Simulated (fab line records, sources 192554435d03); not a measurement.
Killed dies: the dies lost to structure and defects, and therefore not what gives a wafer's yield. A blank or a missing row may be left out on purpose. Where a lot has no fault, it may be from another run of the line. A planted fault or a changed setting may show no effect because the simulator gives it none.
The tool behind it: which one? | flow n5Finfet | 30 wafers sampled from 10 lots at 1 step of a route of 1938

== WHAT THE GAUGES READ, wafer by wafer ==
N5_BEOL_M7_CD_MEAS_35: target cd 40 nm.
lot  | measured     | on       | cdNm (nm)
L076 | day 9 12:07  | cdSem-02 | 39.7 39.9 40.6
L077 | day 10 10:38 | cdSem-01 | 40.0 39.0 40.4
L079 | day 10 23:40 | cdSem-03 | 39.9 39.7 40.3
L081 | day 11 19:32 | cdSem-02 | 39.9 40.4 39.9
L085 | day 12 07:41 | cdSem-01 | 39.5 39.6 40.7
L087 | day 13 02:35 | cdSem-02 | 39.8 39.2 39.4
L089 | day 13 22:53 | cdSem-02 | 39.5 40.1 39.9
L090 | day 14 03:00 | cdSem-03 | 40.1 40.2 40.2
L092 | day 14 06:49 | cdSem-01 | 38.9 41.2 40.6
L094 | day 14 09:35 | cdSem-01 | 38.3 40.1 39.5

== EACH LOT AND THE TOOL THAT RAN IT (in order: tool; ch and the chambers of the sampled wafers; start) ==
No process step before these readings appears in the record.

== THE ANSWER, worked out from the rows above alone ==
Rule: what is usual is taken from the lots themselves. Put in order of their means at a reading, lots are off if they are a third of the lots or fewer, leave a main group of 4 or more, and stand apart from it by a gap of 3 or more times the standard deviation of the main group's means; of several such gaps the widest counts. Not used: any main group whose means are identical at the precision the tables above print for the reading. A lot without any number at a reading at which 4 lots or more have one is off too. Where the step has rows for the other lots, those lots are counted as sound.
Nothing can be told from this: no lot is off at any reading shown.

== WHAT THE SIMULATOR PUT IN ==
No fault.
